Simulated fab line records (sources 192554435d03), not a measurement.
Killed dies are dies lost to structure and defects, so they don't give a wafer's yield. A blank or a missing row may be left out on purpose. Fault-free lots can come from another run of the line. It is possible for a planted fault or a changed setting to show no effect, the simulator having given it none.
Chamber matching | flow n5Finfet | N5_BEOL_M8_ETCH_72 on rieDiel-05 has 4 sister chambers
The step etches underlayer in N2/H2, target depth 6.5 nm, time 5.2 s. 4 wafers are shown with their chamber, then 8 later ones without.

## WAFERS PAIRED WITH THEIR CHAMBERS
wafer  | chamber | showerheadPlenumPTorr (Torr)
L087.2 | 3       | 2.46
L090.4 | 2       | 2.62
L091.6 | 1       | 2.46
L093.2 | 0       | 2.55

## WAFERS WHOSE CHAMBER IS MISSING
wafer  | showerheadPlenumPTorr (Torr)
L093.4 | 2.55
L093.6 | 2.45
L095.2 | 2.55
L095.5 | 2.46
L095.6 | 2.45
L096.2 | 2.55
L096.5 | 2.45
L096.6 | 2.46

## CHAMBER TAKEN BY EACH
wafer  | from the rows above     | in truth
L093.4 | 0                       | 0
L093.6 | can't be placed: 1 or 3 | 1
L095.2 | 0                       | 0
L095.5 | can't be placed: 1 or 3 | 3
L095.6 | can't be placed: 1 or 3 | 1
L096.2 | 0                       | 0
L096.5 | can't be placed: 1 or 3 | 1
L096.6 | can't be placed: 1 or 3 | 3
Correctly placed: 3 of 8. These rows do not allow placing 5 (true chamber among the candidates in 5). 0 placed wrongly.
How it was worked out, from the rows above alone: a wafer's distance from a chamber is the root of the sum, over the readings, of the square of ((its reading less the chamber's mean) divided by the reading's scatter). If the next closest chamber is less than 2 further off than the closest, the wafer can't be placed; otherwise it belongs to the closest. A chamber's mean is the mean of its shown wafers. The scatter: root of mean squared gap, hidden wafer to nearest shown wafer, with one shown wafer a chamber.
